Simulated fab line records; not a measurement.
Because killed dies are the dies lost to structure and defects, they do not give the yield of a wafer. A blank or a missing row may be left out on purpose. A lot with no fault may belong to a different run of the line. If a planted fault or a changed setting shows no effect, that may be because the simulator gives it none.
A single fault, viewed from 2 desks | flow n5Finfet | what lay behind the numbers comes last; until then each desk has only its own

== THE METROLOGY DESK ==
Means of the sampled wafers that have a number, per lot and without regard to the tool the lot ran on: this is what the gauges read. Any lot whose mean is over 4 standard deviations away from the usual mean is out of limits and marked OUT; that distance is given in the brackets. Of its 11 readings 7 are shown: those that lie furthest out on some lot.
Columns: A = M4_THK at N5_BEOL_M4_THK_MEAS_53, usual 40.9 nm; B = DIBL_N at N5_BEOL_M4_RC_MEAS_101, usual 36.6 mV/V; C = DIBL_P at N5_BEOL_M4_RC_MEAS_101, usual 36.8 mV/V; D = IOFF_N at N5_BEOL_M4_RC_MEAS_101, usual 0.169 nA/um; E = IOFF_P at N5_BEOL_M4_RC_MEAS_101, usual 0.206 nA/um; F = SS_N at N5_BEOL_M4_RC_MEAS_101, usual 71.6 mV/dec; G = VT_N at N5_BEOL_M4_RC_MEAS_101, usual 248.8 mV
lot  | first seen here | A    | B    | C    | D     | E     | F    | G
L585 | day 10 06:08    | 38.1 | 37.4 | 38.6 | 0.175 | 0.226 | 71.8 | 248.4
L586 | day 10 17:07    | 40.4 | 38.1 | 38.8 | 0.203 | 0.247 | 71.9 | 246.7
L588 | day 11 14:43    | 42.9 | 36.9 | 37.6 | 0.177 | 0.228 | 72.1 | 248.5
L596 | day 13 11:08    | 40.0 | 36.7 | 35.7 | 0.157 | 0.194 | 71.5 | 250.0
L598 | day 13 16:28    | 41.1 | 38.5 | 39.1 | 0.219 | 0.237 | 72.4 | 245.6
This desk's finding: nothing out of limits on any of the 5 lots.

== DESK OF THE TOOL OWNER: cvdCo-02 ==
The tool's own readings at N5_BEOL_M4_CO_CAP_55 (material Co, precursor CCTBA/H2, target thk 2 nm, time 102.1 s): means of the sampled wafers that have a number, for each lot that ran on this tool. Any lot whose mean is over 4 standard deviations away from the usual mean is out of limits and marked OUT; that distance is given in the brackets.
Columns: A = heaterPowerW at N5_BEOL_M4_CO_CAP_55, usual 228 W; B = runLengthS at N5_BEOL_M4_CO_CAP_55, usual 124.8 s
lot  | first seen here | A   | B
L585 | day 10 06:13    | 229 | 124.6
L586 | day 10 17:11    | 228 | 124.5
L588 | day 11 14:48    | 218 | 124.6
L596 | day 13 11:13    | 221 | 124.7
L598 | day 13 16:32    | 241 | 170.3 (+99 or more) OUT
Finding of this desk: L598 out of limits; the first was L598 at day 13 16:32, on runLengthS at N5_BEOL_M4_CO_CAP_55. Within limits: L585, L586, L588, L596.

== ALL TOGETHER ==
An alarm could have come from the tool owner's desk at day 13 16:32, on L598.
Metrology desk: nothing out of limits seen.
The metrology desk has L598 on record, within its limits.
Of the lots named, all ran N5_BEOL_M4_CO_CAP_55 on cvdCo-02.

== WHAT THE SIMULATOR HAD PUT IN ==
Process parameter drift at N5_BEOL_M4_CO_CAP_55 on cvdCo-02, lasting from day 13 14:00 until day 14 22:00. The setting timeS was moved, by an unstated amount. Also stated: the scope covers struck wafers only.
Lots struck among those shown: L598.
Hours from the fault's start to each desk's first reading out of limits: the tool owner's desk, 3.
